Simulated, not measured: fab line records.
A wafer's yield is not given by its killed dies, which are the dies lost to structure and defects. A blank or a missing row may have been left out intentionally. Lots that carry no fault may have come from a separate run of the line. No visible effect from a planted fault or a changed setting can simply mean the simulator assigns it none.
fab line records -- flow nand_harc
record: lots: 7, wafers: 21, last_day: 24
route steps=1159 shown A_STAIRCASE@543 END@1159
lots that met no fault: from a run of the same line without faults
start_h: hours from the record's first day to the start of the lot's first wafer shown -- wait_h: hours since the lot's step before -- " repeats the value in the row above -- L1.1+2: one row covering several wafers at once -- - either no value or no given start -- * or withheld: withheld -- < > ~ a bound
route shown NAME@n: names a module that has steps shown in the file, with the first one's number in the route -- usual: the fault-free wafers' mean and standard deviation -- same: alike in all rows -- chamber/n: place in a boat -- sites: per-site readings -- _std_site: how widely they spread, as a standard deviation -- _edge_site: inner sites' mean taken away from outer sites' mean -- radius_mm: how far each site lies from the wafer's centre -- mask NAME#n: copy n -- behind: the last tool/chamber to shape the wafer -- hold: the reason the lot was held/the length of the hold in hours/how it ended -- device: whichever transistor did not switch (one of n, p or np) -- end of line: the tests these same wafers got at the end of their route -- a step without rows: its recipe alone -- killed: the dies lost at the first sort to structure and to defects; this is not the yield of the wafer -- map: a wafer's dies, marking killed ones x, the rest . and places with no die _
set.NAME: the setting that was run; set.NAME@STEP: the one run at that earlier step -- model.NAME: the simulator's own value behind a step, which no gauge read
a table for each step, a row for each wafer; lots at some steps of the route
services: when a tool's chamber went out of use (start_h, in hours from the record's first day, below 0 if earlier), for how many hours, and the reason
== steps ==
step: NHARC_A_STAIRCASE_PEB_07
recipe: peb_temp_c: 115, peb_time_s: 130
step: NHARC_A_STAIRCASE_DEVELOP_08
recipe: time_s: 140
step: NHARC_A_STAIRCASE_HARDBAKE_10
recipe: temp_c: 120, time_s: 140
step: NHARC_A_STAIRCASE_DESCUM_11
recipe: time_s: 3, o2_flow_sccm: 200, ar_flow_sccm: 0, bias_power_w: 0, chemistry: O2
usual: chamber_pressure_mTorr: 60.00/0.053, drypump_motor_current_A: 5.7/0.44, oes_product_au: 0.995/0.013, rf_vpp_V: 57.7/0.92, showerhead_plenum_p_Torr: 1.89/0.1, throttle_valve_pct: 11.311/0.0084
same: time_s: 3
lot.wafer,tool,chamber,start_h,wait_h,chamber_pressure_mTorr,drypump_motor_current_A,oes_product_au,rf_hours_counter_h,rf_vpp_V,showerhead_plenum_p_Torr,throttle_valve_pct
L101.2,rie_diel-04,0,230.73,-,60.03,5.0,1.007,46,56.4,2.02,11.321
L101.6,rie_diel-04,2,230.73,-,60.03,5.4,1.002,-,56.8,1.88,11.305
L101.5,rie_diel-04,3,230.73,-,59.92,5.6,0.982,-,58.9,1.94,11.305
L100.3,rie_diel-02,0,237.70,-,59.97,6.2,0.993,31,56.5,1.78,11.307
L100.2,rie_diel-02,1,237.70,-,60.08,6.3,0.982,31,55.9,1.83,11.311
L100.4,rie_diel-02,2,237.70,-,59.97,5.8,0.994,28,56.6,1.77,11.308
L106.1,rie_diel-01,1,273.60,-,59.99,5.3,1.015,43,60.2,2.06,11.314
L106.3,rie_diel-01,0,273.60,-,59.99,5.8,0.978,41,57.5,1.97,11.316
L106.4,rie_diel-01,0,273.60,-,59.98,5.8,0.992,-,58.2,1.97,11.315
L111.1,rie_diel-02,2,310.58,-,60.02,5.8,0.983,54,58.9,1.76,11.305
L111.2,rie_diel-02,1,310.58,-,60.02,6.3,0.981,58,57.3,1.82,11.318
L111.4,rie_diel-02,3,310.58,-,59.94,5.2,1.016,-,54.8,1.80,11.316
L119.3,rie_diel-02,0,346.64,-,60.11,6.2,0.990,4,57.4,1.77,11.308
L119.4,rie_diel-02,3,346.64,-,60.09,5.2,1.030,3,57.3,1.79,11.298
L119.5,rie_diel-02,1,346.64,-,60.05,6.3,0.997,-,57.4,1.82,11.315
L121.1,rie_diel-02,0,358.85,-,60.00,6.2,1.010,9,56.8,1.77,11.327
L121.5,rie_diel-02,0,358.85,-,60.02,6.2,1.004,-,56.6,1.77,11.313
L121.4,rie_diel-02,1,358.85,-,59.96,6.3,1.012,-,57.5,1.82,11.304
L122.3,rie_diel-02,2,366.05,-,59.97,5.8,0.990,10,58.0,2.07,11.306
L122.1,rie_diel-02,1,366.05,-,59.99,6.3,0.989,10,58.1,1.82,11.311
L122.4,rie_diel-02,0,366.05,-,60.02,6.2,1.004,-,56.4,1.77,11.323
step: NHARC_A_STAIRCASE_TRIM_12
recipe: time_s: 211.2, o2_flow_sccm: 500, ar_flow_sccm: 0, bias_w: 0, chemistry: O2
usual: chamber_pressure_mTorr: 60.00/0.05, drypump_motor_current_A: 5.7/0.44, oes_product_au: 0.995/0.015, rf_vpp_V: 57.7/0.91, showerhead_plenum_p_Torr: 3.49/0.17, throttle_valve_pct: 17.036/0.0088
same: time_s: 211.2
lot.wafer,tool,chamber,start_h,wait_h,chamber_pressure_mTorr,drypump_motor_current_A,oes_product_au,rf_hours_counter_h,rf_vpp_V,showerhead_plenum_p_Torr,throttle_valve_pct
L101.2,rie_diel-04,3,230.82,0.1,59.96,5.6,0.990,49,57.6,3.57,17.035
L101.6,rie_diel-04,1,230.82,0.1,60.02,6.0,0.986,-,57.4,3.58,17.027
L101.5,rie_diel-04,2,230.82,0.1,60.03,5.4,1.018,-,58.5,3.48,17.037
L100.4,rie_diel-02,1,237.78,0.1,59.99,6.3,0.988,31,57.7,3.39,17.018
L100.2,rie_diel-02,2,237.78,0.1,60.05,5.9,0.985,28,54.9,3.28,17.041
L100.3,rie_diel-02,0,237.78,0.1,60.04,6.2,0.995,31,57.5,3.31,17.038
L106.3,rie_diel-01,1,273.73,0.1,59.99,5.3,1.022,43,59.8,3.78,17.040
L106.1,rie_diel-01,2,273.73,0.1,59.91,6.1,1.020,42,57.9,3.59,17.044
L106.4,rie_diel-01,2,273.73,0.1,60.01,6.2,1.019,-,56.3,3.59,17.038
L111.1,rie_diel-02,2,312.55,2.0,60.00,5.8,0.957,55,58.4,3.26,17.044
L111.2,rie_diel-02,1,312.55,2.0,59.98,6.3,0.973,59,56.8,3.37,17.031
L111.4,rie_diel-02,2,312.55,2.0,59.98,5.9,0.969,-,57.1,3.26,17.037
L119.3,rie_diel-02,3,346.74,0.1,59.96,5.2,1.037,3,57.3,3.32,17.031
L119.4,rie_diel-02,0,346.74,0.1,59.99,6.3,0.997,4,58.2,3.29,17.028
L119.5,rie_diel-02,2,346.74,0.1,60.00,5.9,0.975,-,58.3,3.81,17.021
L121.1,rie_diel-02,2,358.96,0.1,60.08,5.8,1.001,7,59.7,3.80,17.037
L121.4,rie_diel-02,0,358.96,0.1,59.95,6.3,1.005,-,57.4,3.29,17.034
L121.5,rie_diel-02,1,358.96,0.1,60.06,6.3,1.011,-,56.0,3.36,17.040
L122.3,rie_diel-02,2,366.15,0.1,59.94,5.8,0.991,10,56.9,3.80,17.038
L122.1,rie_diel-02,0,366.15,0.1,59.92,6.2,0.990,11,56.9,3.29,17.029
L122.4,rie_diel-02,0,366.15,0.1,60.03,6.2,1.002,-,58.2,3.29,17.026
step: NHARC_A_STAIRCASE_ETCH_13
recipe: target_depth_a: 1000, time_s: 40.5, ion_energy_ev: 400, c4f8_flow_sccm: 20, o2_flow_sccm: 10, ar_flow_sccm: withheld, rf_w: 600, bias_w: 1000, chemistry: C4F8/O2
usual: chamber_pressure_mTorr: 24.998/0.023, oes_product_au: 0.933/0.015, rf_vpp_V: 895/6.3
same: time_s: 40.5
lot.wafer,tool,chamber,start_h,wait_h,chamber_pressure_mTorr,oes_product_au,rf_hours_counter_h,rf_vpp_V
L101.2,rie_diel-04,0,-,-,24.955,0.971,46,902
L101.6,rie_diel-04,2,-,-,25.000,0.953,-,894
L101.5,rie_diel-04,3,-,-,24.992,0.949,-,899
L100.3,rie_diel-02,3,-,-,24.956,0.956,27,891
L100.2,rie_diel-02,0,-,-,25.011,0.920,31,888
L100.4,rie_diel-02,1,-,-,25.042,0.930,32,890
L106.3,rie_diel-01,1,-,-,24.981,0.935,43,905
L106.1,rie_diel-01,0,-,-,24.975,0.920,41,899
L106.4,rie_diel-01,2,-,-,25.009,0.937,-,898
L111.1,rie_diel-02,1,-,-,24.980,0.906,60,890
L111.2,rie_diel-02,3,-,-,25.004,0.939,55,888
L111.4,rie_diel-02,1,-,-,25.006,0.913,-,888
L119.3,rie_diel-02,2,-,-,24.974,0.926,3,906
L119.4,rie_diel-02,3,-,-,24.994,0.975,3,888
L119.5,rie_diel-02,1,-,-,25.011,0.946,-,891
L121.1,rie_diel-02,1,-,-,25.040,0.945,8,890
L121.4,rie_diel-02,2,-,-,25.023,0.935,-,906
L121.5,rie_diel-02,1,-,-,25.022,0.945,-,890
L122.1,rie_diel-02,0,-,-,24.979,0.943,11,887
L122.3,rie_diel-02,2,-,-,24.993,0.937,10,906
L122.4,rie_diel-02,0,-,-,25.009,0.943,-,888
step: NHARC_A_STAIRCASE_TRIM_14
recipe: time_s: 211.2, o2_flow_sccm: 500, ar_flow_sccm: 0, bias_w: 0, chemistry: O2
usual: chamber_pressure_mTorr: 59.99/0.048, drypump_motor_current_A: 5.7/0.45, oes_product_au: 0.997/0.013, rf_vpp_V: 57.8/0.96, showerhead_plenum_p_Torr: 3.50/0.18, throttle_valve_pct: 17.036/0.0092
same: time_s: 211.2
lot.wafer,tool,chamber,start_h,wait_h,chamber_pressure_mTorr,drypump_motor_current_A,oes_product_au,rf_hours_counter_h,rf_vpp_V,showerhead_plenum_p_Torr,throttle_valve_pct
L101.2,rie_diel-04,1,-,-,59.99,6.0,0.981,44,57.8,3.58,17.029
L101.5,rie_diel-04,0,-,-,59.99,5.0,1.001,-,58.7,3.71,17.038
L101.6,rie_diel-04,1,-,-,60.01,6.0,0.983,-,57.9,3.58,17.024
L100.3,rie_diel-02,3,-,-,59.86,5.2,0.997,27,56.9,3.34,17.041
L100.4,rie_diel-02,0,-,-,59.99,6.3,0.991,31,57.7,3.31,17.038
L100.2,rie_diel-02,1,-,-,60.02,6.3,0.993,32,56.9,3.39,17.047
L106.3,rie_diel-01,2,-,-,59.99,6.1,1.010,43,57.9,3.59,17.040
L106.1,rie_diel-01,0,-,-,60.02,5.8,0.993,41,59.5,3.62,17.034
L106.4,rie_diel-01,1,-,-,60.05,5.3,1.010,-,57.7,3.78,17.014
L111.1,rie_diel-02,1,-,-,60.01,6.3,0.976,60,58.5,3.37,17.038
L111.2,rie_diel-02,2,-,-,59.90,5.9,0.972,56,57.5,3.26,17.054
L111.4,rie_diel-02,1,-,-,60.00,6.3,0.979,-,58.0,3.37,17.023
L119.4,rie_diel-02,2,-,-,60.06,5.9,0.981,3,58.5,3.81,17.035
L119.3,rie_diel-02,0,-,-,60.06,6.3,0.991,4,56.2,3.29,17.051
L119.5,rie_diel-02,3,-,-,59.98,5.2,1.033,-,56.4,3.32,17.030
L121.1,rie_diel-02,2,-,-,59.94,5.8,0.995,8,58.4,3.80,17.035
L121.4,rie_diel-02,0,-,-,60.04,6.2,1.003,-,58.3,3.29,17.045
L121.5,rie_diel-02,1,-,-,59.96,6.3,1.003,-,57.8,3.36,17.019
L122.1,rie_diel-02,0,-,-,59.97,6.2,1.007,11,58.8,3.29,17.044
L122.3,rie_diel-02,1,-,-,60.03,6.3,1.010,11,58.0,3.36,17.044
L122.4,rie_diel-02,2,-,-,59.98,5.8,0.993,-,58.0,3.80,17.035
step: NHARC_A_STAIRCASE_ETCH_15
recipe: target_depth_a: 1000, time_s: 40.5, ion_energy_ev: 400, c4f8_flow_sccm: 20, o2_flow_sccm: 10, ar_flow_sccm: withheld, rf_w: 600, bias_w: 1000, chemistry: C4F8/O2
step: NHARC_A_STAIRCASE_TRIM_16
recipe: time_s: 211.2, o2_flow_sccm: 500, ar_flow_sccm: 0, bias_w: 0, chemistry: O2
step: NHARC_A_STAIRCASE_ETCH_17
recipe: target_depth_a: 1000, time_s: 40.5, ion_energy_ev: 400, c4f8_flow_sccm: 20, o2_flow_sccm: 10, ar_flow_sccm: withheld, rf_w: 600, bias_w: 1000, chemistry: C4F8/O2
step: NHARC_A_STAIRCASE_TRIM_18
recipe: time_s: 211.2, o2_flow_sccm: 500, ar_flow_sccm: 0, bias_w: 0, chemistry: O2
usual: chamber_pressure_mTorr: 60.00/0.055, drypump_motor_current_A: 5.7/0.45, oes_product_au: 0.996/0.014, rf_vpp_V: 57.8/0.89, showerhead_plenum_p_Torr: 3.49/0.17, throttle_valve_pct: 17.036/0.009
same: time_s: 211.2
lot.wafer,tool,chamber,start_h,wait_h,chamber_pressure_mTorr,drypump_motor_current_A,oes_product_au,rf_hours_counter_h,rf_vpp_V,showerhead_plenum_p_Torr,throttle_valve_pct
L101.2,rie_diel-04,3,-,-,60.05,5.6,0.991,49,57.8,3.57,17.035
L101.5,rie_diel-04,1,-,-,60.03,5.9,0.995,-,57.0,3.58,17.029
L101.6,rie_diel-04,2,-,-,60.01,5.4,1.016,-,57.7,3.48,17.036
L100.3,rie_diel-02,0,-,-,60.03,6.3,1.001,31,57.0,3.31,17.014
L100.4,rie_diel-02,1,-,-,60.02,6.3,0.999,32,56.9,3.39,17.028
L100.2,rie_diel-02,2,-,-,60.02,5.8,0.997,28,56.4,3.28,17.027
L106.3,rie_diel-01,1,-,-,60.05,5.3,1.011,43,58.4,3.78,17.041
L106.1,rie_diel-01,2,-,-,59.97,6.2,1.002,43,58.7,3.59,17.031
L106.4,rie_diel-01,2,-,-,60.03,6.2,1.011,-,59.5,3.59,17.037
L111.2,rie_diel-02,3,-,-,59.95,5.2,1.004,56,57.3,3.33,17.039
L111.1,rie_diel-02,2,-,-,59.96,5.8,0.971,56,57.2,3.26,17.036
L111.4,rie_diel-02,1,-,-,60.03,6.3,0.974,-,57.8,3.37,17.030
L119.4,rie_diel-02,2,-,-,60.05,5.8,0.984,3,59.1,3.81,17.026
L119.3,rie_diel-02,1,-,-,60.08,6.3,1.010,4,56.9,3.36,17.032
L119.5,rie_diel-02,3,-,-,60.07,5.2,1.037,-,56.7,3.32,17.037
L121.1,rie_diel-02,1,-,-,60.07,6.3,1.013,9,57.3,3.36,17.048
L121.5,rie_diel-02,0,-,-,60.03,6.2,0.994,-,57.2,3.29,17.039
L121.4,rie_diel-02,2,-,-,60.06,5.8,0.989,-,58.8,3.80,17.043
L122.1,rie_diel-02,2,-,-,60.08,5.8,0.991,10,58.5,3.80,17.047
L122.3,rie_diel-02,0,-,-,60.08,6.3,1.000,11,56.8,3.29,17.059
L122.4,rie_diel-02,0,-,-,59.93,6.2,0.991,-,55.9,3.28,17.026
step: NHARC_A_STAIRCASE_ETCH_19
recipe: target_depth_a: 1000, time_s: 40.5, ion_energy_ev: 400, c4f8_flow_sccm: 20, o2_flow_sccm: 10, ar_flow_sccm: withheld, rf_w: 600, bias_w: 1000, chemistry: C4F8/O2
usual: chamber_pressure_mTorr: 25.001/0.023, oes_product_au: 0.937/0.013, rf_vpp_V: 895/6.6
same: time_s: 40.5
lot.wafer,tool,chamber,start_h,wait_h,chamber_pressure_mTorr,oes_product_au,rf_hours_counter_h,rf_vpp_V
L101.2,rie_diel-04,1,231.70,-,25.005,0.925,44,897
L101.5,rie_diel-04,0,231.70,-,24.983,0.948,-,901
L101.6,rie_diel-04,1,231.70,-,25.043,0.910,-,897
L100.3,rie_diel-02,1,238.75,-,25.041,0.926,32,891
L100.4,rie_diel-02,2,238.75,-,24.997,0.935,28,888
L100.2,rie_diel-02,3,238.75,-,24.977,0.949,28,891
L106.1,rie_diel-01,2,274.89,-,25.033,0.959,43,898
L106.3,rie_diel-01,1,274.89,-,24.999,0.963,43,904
L106.4,rie_diel-01,0,274.89,-,24.975,0.947,-,899
L111.2,rie_diel-02,2,313.54,-,25.006,0.912,56,885
L111.1,rie_diel-02,1,313.54,-,24.976,0.923,60,890
L111.4,rie_diel-02,1,313.54,-,25.030,0.923,-,890
L119.4,rie_diel-02,0,347.60,-,24.959,1.147,4,888
L119.3,rie_diel-02,1,347.60,-,25.033,0.944,4,891
L119.5,rie_diel-02,3,347.60,-,24.994,0.963,-,889
L121.1,rie_diel-02,1,359.94,-,25.005,0.941,9,890
L121.5,rie_diel-02,1,359.94,-,25.038,0.947,-,890
L121.4,rie_diel-02,0,359.94,-,24.981,1.146,-,888
L122.1,rie_diel-02,0,367.14,-,24.980,1.145,12,886
L122.3,rie_diel-02,1,367.14,-,25.040,0.949,11,889
L122.4,rie_diel-02,1,367.14,-,24.979,0.948,-,890
step: NHARC_END_SORT_01
recipe: temp_c: 25
usual: killed_at_array: 31/11, killed_at_other: 0.5/0.78, killed_at_periphery: 3.0/2, killed_dies: 34/12, killed_open: 3.2/2, killed_short: 1.9/1.6
same: gross_dies: 677
lot.wafer,tool,chamber,start_h,wait_h,killed_at_array,killed_at_other,killed_at_periphery,killed_dies,killed_open,killed_short
L119.4,prober-01,0,558.87,3.4,674,0,3,677,6,1
L122.1,prober-02,0,564.17,2.4,672,1,4,677,10,3
L121.4,prober-01,0,572.41,3.4,670,0,7,677,8,3
killed by level:class
L119.4 A_STAIRCASE:area_etch=660 A_SGD_CUT:chamber_film_flake=4 A_CONTACT:chamber_film_flake=3 P_CONTACT:geometric_particle:open=2 A_CHANNEL_HOLE_D1:chamber_film_flake=2 P_GATE:geometric_particle:short=1 A_ONON_D1:geometric_particle:open=1 A_CHANNEL_FILL_D1:geometric_particle:open=1
L122.1 A_STAIRCASE:area_etch=630 A_SLIT:chamber_film_flake=23 A_CHANNEL_HOLE_D1:chamber_film_flake=6 A_ONON_D1:geometric_particle:open=2 A_CHANNEL_FILL_D1:geometric_particle:open=2 A_CONTACT:geometric_particle:open=2 P_GATE:chamber_film_flake=2 P_M2:geometric_particle:open=1
L121.4 A_STAIRCASE:area_etch=605 A_CHANNEL_HOLE_D1:chamber_film_flake=26 A_SLIT:chamber_film_flake=21 A_CONTACT:chamber_film_flake=4 A_CONTACT:geometric_particle:open=3 P_BONDPAD:chamber_film_flake=3 A_M0:chamber_film_flake=3 P_GATE:geometric_particle:open=2
map L119.4 (x killed, . not)
____________x____________
_________xxxxxxx_________
_______xxxxxxxxxxx_______
______xxxxxxxxxxxxx______
_____xxxxxxxxxxxxxxx_____
____xxxxxxxxxxxxxxxxx____
____xxxxxxxxxxxxxxxxx____
___xxxxxxxxxxxxxxxxxxx___
___xxxxxxxxxxxxxxxxxxx___
__xxxxxxxxxxxxxxxxxxxxx__
__xxxxxxxxxxxxxxxxxxxxx__
_xxxxxxxxxxxxxxxxxxxxxxx_
_xxxxxxxxxxxxxxxxxxxxxxx_
_xxxxxxxxxxxxxxxxxxxxxxx_
_xxxxxxxxxxxxxxxxxxxxxxx_
_xxxxxxxxxxxxxxxxxxxxxxx_
xxxxxxxxxxxxxxxxxxxxxxxxx
xxxxxxxxxxxxxxxxxxxxxxxxx
xxxxxxxxxxxxxxxxxxxxxxxxx
xxxxxxxxxxxxxxxxxxxxxxxxx
xxxxxxxxxxxxxxxxxxxxxxxxx
_xxxxxxxxxxxxxxxxxxxxxxx_
_xxxxxxxxxxxxxxxxxxxxxxx_
_xxxxxxxxxxxxxxxxxxxxxxx_
_xxxxxxxxxxxxxxxxxxxxxxx_
_xxxxxxxxxxxxxxxxxxxxxxx_
__xxxxxxxxxxxxxxxxxxxxx__
__xxxxxxxxxxxxxxxxxxxxx__
___xxxxxxxxxxxxxxxxxxx___
___xxxxxxxxxxxxxxxxxxx___
____xxxxxxxxxxxxxxxxx____
____xxxxxxxxxxxxxxxxx____
_____xxxxxxxxxxxxxxx_____
______xxxxxxxxxxxxx______
_______xxxxxxxxxxx_______
_________xxxxxxx_________
____________x____________
map L121.4 (x killed, . not)
____________x____________
_________xxxxxxx_________
_______xxxxxxxxxxx_______
______xxxxxxxxxxxxx______
_____xxxxxxxxxxxxxxx_____
____xxxxxxxxxxxxxxxxx____
____xxxxxxxxxxxxxxxxx____
___xxxxxxxxxxxxxxxxxxx___
___xxxxxxxxxxxxxxxxxxx___
__xxxxxxxxxxxxxxxxxxxxx__
__xxxxxxxxxxxxxxxxxxxxx__
_xxxxxxxxxxxxxxxxxxxxxxx_
_xxxxxxxxxxxxxxxxxxxxxxx_
_xxxxxxxxxxxxxxxxxxxxxxx_
_xxxxxxxxxxxxxxxxxxxxxxx_
_xxxxxxxxxxxxxxxxxxxxxxx_
xxxxxxxxxxxxxxxxxxxxxxxxx
xxxxxxxxxxxxxxxxxxxxxxxxx
xxxxxxxxxxxxxxxxxxxxxxxxx
xxxxxxxxxxxxxxxxxxxxxxxxx
xxxxxxxxxxxxxxxxxxxxxxxxx
_xxxxxxxxxxxxxxxxxxxxxxx_
_xxxxxxxxxxxxxxxxxxxxxxx_
_xxxxxxxxxxxxxxxxxxxxxxx_
_xxxxxxxxxxxxxxxxxxxxxxx_
_xxxxxxxxxxxxxxxxxxxxxxx_
__xxxxxxxxxxxxxxxxxxxxx__
__xxxxxxxxxxxxxxxxxxxxx__
___xxxxxxxxxxxxxxxxxxx___
___xxxxxxxxxxxxxxxxxxx___
____xxxxxxxxxxxxxxxxx____
____xxxxxxxxxxxxxxxxx____
_____xxxxxxxxxxxxxxx_____
______xxxxxxxxxxxxx______
_______xxxxxxxxxxx_______
_________xxxxxxx_________
____________x____________
== services ==
tool,chamber,start_h,hours,kind
rie_diel-02,0,208.73,-,clean
rie_diel-02,1,208.73,-,clean
rie_diel-02,2,208.73,-,clean
rie_diel-02,3,208.73,-,clean
rie_diel-02,2,219.20,6.0,repair
rie_diel-02,0,233.23,-,clean
rie_diel-02,1,233.23,-,clean
rie_diel-02,2,233.23,-,clean
rie_diel-02,3,233.23,-,clean
rie_diel-02,0,257.81,-,clean
rie_diel-02,1,257.81,-,clean
rie_diel-02,2,257.81,-,clean
rie_diel-02,3,257.81,-,clean
rie_diel-01,2,263.02,6.3,repair
rie_diel-01,3,272.30,2.7,repair
rie_diel-02,0,282.33,-,clean
rie_diel-02,1,282.33,-,clean
rie_diel-02,2,282.33,-,clean
rie_diel-04,-,288.97,9.0,pm
rie_diel-02,0,310.33,8.5,repair
rie_diel-01,-,314.81,9.0,pm
rie_diel-01,2,323.83,8.6,repair
rie_diel-02,-,327.70,9.0,pm
rie_diel-02,3,355.46,16.0,repair
== key ==
first_sign: step: NHARC_A_STAIRCASE_ETCH_19, reading: oes_product_au, direction: up, sigmas: 16, usual: 0.937, struck: 1.146
effect: step: NHARC_END_SORT_01, reading: killed_at_array, direction: up, sigmas: 58, usual: 31, struck: 672
more_kills_born_at: NHARC_A_STAIRCASE_ETCH_19@rie_diel-02: 1895
met_at NHARC_A_STAIRCASE_ETCH_19
struck_wafers L119.4,L121.4,L122.1
later_rows_left_out L119.4,L121.4,L122.1
tester_left_out L119,L121,L122
fault: kind: process_parameter_drift, tool: rie_diel-02, chamber: 0, onset_h: 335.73, steps: NHARC_A_STAIRCASE_ETCH_19, channel: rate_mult, offset: 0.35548, shape: step, end_h: 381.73
tester_left_out: of these lots the tester's yield and bins aren't shown, on N5 and GAA mostly nor the transistor test; their killed dies are dies lost to structure and defects alone, not to doping, threshold or leakage, so they don't give the yield
later_rows_left_out: the simulator's readings of these wafers behind a module that went badly wrong aren't trusted and aren't shown, but for the sort
